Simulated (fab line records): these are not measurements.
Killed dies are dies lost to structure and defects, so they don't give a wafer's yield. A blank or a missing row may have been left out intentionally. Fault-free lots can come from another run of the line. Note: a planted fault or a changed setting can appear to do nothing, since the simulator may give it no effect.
The tool behind it: which one?	flow n5 finfet	11 lots (33 wafers sampled), 1 step of a 1938-step route

WHAT THE GAUGES READ, wafer by wafer
N5_HKMG_FIN_CD_MEAS_49 targets a cd of 202 nm.
lot	measured	on	cd nm (nm)
L075	day 4 07:25	cd sem-03	202.7 202.8 202.7
L077	day 4 17:32	cd sem-03	202.0 202.4 202.5
L079	day 5 08:18	cd sem-02	202.8 203.2 203.3
L081	day 5 16:35	cd sem-03	202.7 201.8 203.5
L083	day 6 08:24	cd sem-03	203.7 202.4 203.4
L085	day 6 20:06	cd sem-02	203.3 203.6 201.7
L087	day 7 05:37	cd sem-01	202.6 203.9 203.0
L089	day 7 16:13	cd sem-01	202.3 201.5 201.8
L091	day 8 04:13	cd sem-03	201.4 202.7 202.2
L094	day 9 00:24	cd sem-03	202.0 202.7 201.8
L096	day 9 16:23	cd sem-02	202.5 203.5 202.6

WHICH TOOL RAN EACH LOT (tool, then ch and the chambers of the sampled wafers, then the start)
There is no process step in the record ahead of these readings.

THE ANSWER, worked out from the rows above alone
Rule: the lots themselves supply what counts as usual. The widest of any qualifying gaps counts: lots, ordered by their means at a reading, are off when they make up no more than a third of the lots, leave a main group of 4 or more, and stand apart from it by 3 or more times the standard deviation of that group's means. If all means in a main group match to the digits the tables above print for the reading, that group is not used. Also off: a lot with no number at a reading for which 4 or more lots have one. Any other lot the step has rows for is counted as sound.
No lot is off on any of the readings shown, so nothing can be concluded from this.

WHAT THE SIMULATOR PUT IN
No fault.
